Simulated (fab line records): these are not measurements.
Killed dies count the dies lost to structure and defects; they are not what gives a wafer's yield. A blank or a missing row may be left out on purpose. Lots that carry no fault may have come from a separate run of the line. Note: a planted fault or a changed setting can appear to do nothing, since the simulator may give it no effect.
The same fault as seen by 2 desks -- flow n5Finfet -- only its own numbers are on each desk; what lay behind them is given at the end

DESK OF THE TOOL OWNER: aldSin-03
The tool's own readings at N5_SPACER0_ALD_07 (deposits SiNx, target thk 2 nm): means of the sampled wafers that have a number, for each lot that ran on this tool. Any lot whose mean is over 4 standard deviations away from the usual mean is out of limits and marked OUT; that distance is given in the brackets.
Columns: A = heaterPowerW at N5_SPACER0_ALD_07, usual 799 W
lot,first seen here,A
L171,day 6 14:28,878
L175,day 7 11:47,853
L176,day 7 16:01,883
This desk found nothing out of limits on any of the 3 lots.

THE METROLOGY DESK
Lot by lot, what the gauges showed, no matter which tool ran the lot: averages of those sampled wafers that carry a number. Any lot whose mean is over 4 standard deviations away from the usual mean is out of limits and marked OUT; that distance is given in the brackets. It has 19 readings; the 7 that lie furthest out on some lot are the ones shown.
Columns: A = IOFF_N at N5_BEOL_M4_RC_MEAS_101, usual 0.160 nA/um; B = IOFF_N_85C at N5_BEOL_M4_RC_MEAS_101, usual 3.1 nA/um; C = IOFF_N_LIN at N5_BEOL_M4_RC_MEAS_101, usual 0.074 nA/um; D = IOFF_P at N5_BEOL_M4_RC_MEAS_101, usual 0.21 nA/um; E = IOFF_P_85C at N5_BEOL_M4_RC_MEAS_101, usual 3.7 nA/um; F = IOFF_P_LIN at N5_BEOL_M4_RC_MEAS_101, usual 0.101 nA/um; G = VT_P_LVT at N5_BEOL_M4_RC_MEAS_101, usual -98.7 mV
lot,first seen here,A,B,C,D,E,F,G
L160,day 4 17:33,0.169,3.3,0.079,0.25,4.2,0.120,-94.7
L163,day 5 10:30,0.158,3.1,0.073,0.20,3.5,0.095,-98.4
L166,day 6 02:35,0.185,3.5,0.085,0.28,4.6,0.127,-95.3
L171,day 7 12:58,0.177,3.4,0.078,0.21,3.6,0.099,-98.9
L175,day 8 09:25,0.204,3.8,0.086,0.27,4.3,0.119,-94.4
L176,day 8 13:28,0.238,4.3,0.100,0.33,5.2,0.146,-91.0
L178,day 9 05:25,0.132,2.7,0.065,0.19,3.4,0.095,-98.0
L179,day 9 10:11,0.161,3.2,0.076,0.21,3.6,0.098,-97.1
L180,day 9 18:05,0.146,2.9,0.068,0.17,3.1,0.086,-99.6
This desk found nothing out of limits on any of the 9 lots.

ALL TOGETHER
The desk of the tool owner found nothing out of limits.
Metrology desk: nothing out of limits seen.

WHAT THE SIMULATOR PUT IN
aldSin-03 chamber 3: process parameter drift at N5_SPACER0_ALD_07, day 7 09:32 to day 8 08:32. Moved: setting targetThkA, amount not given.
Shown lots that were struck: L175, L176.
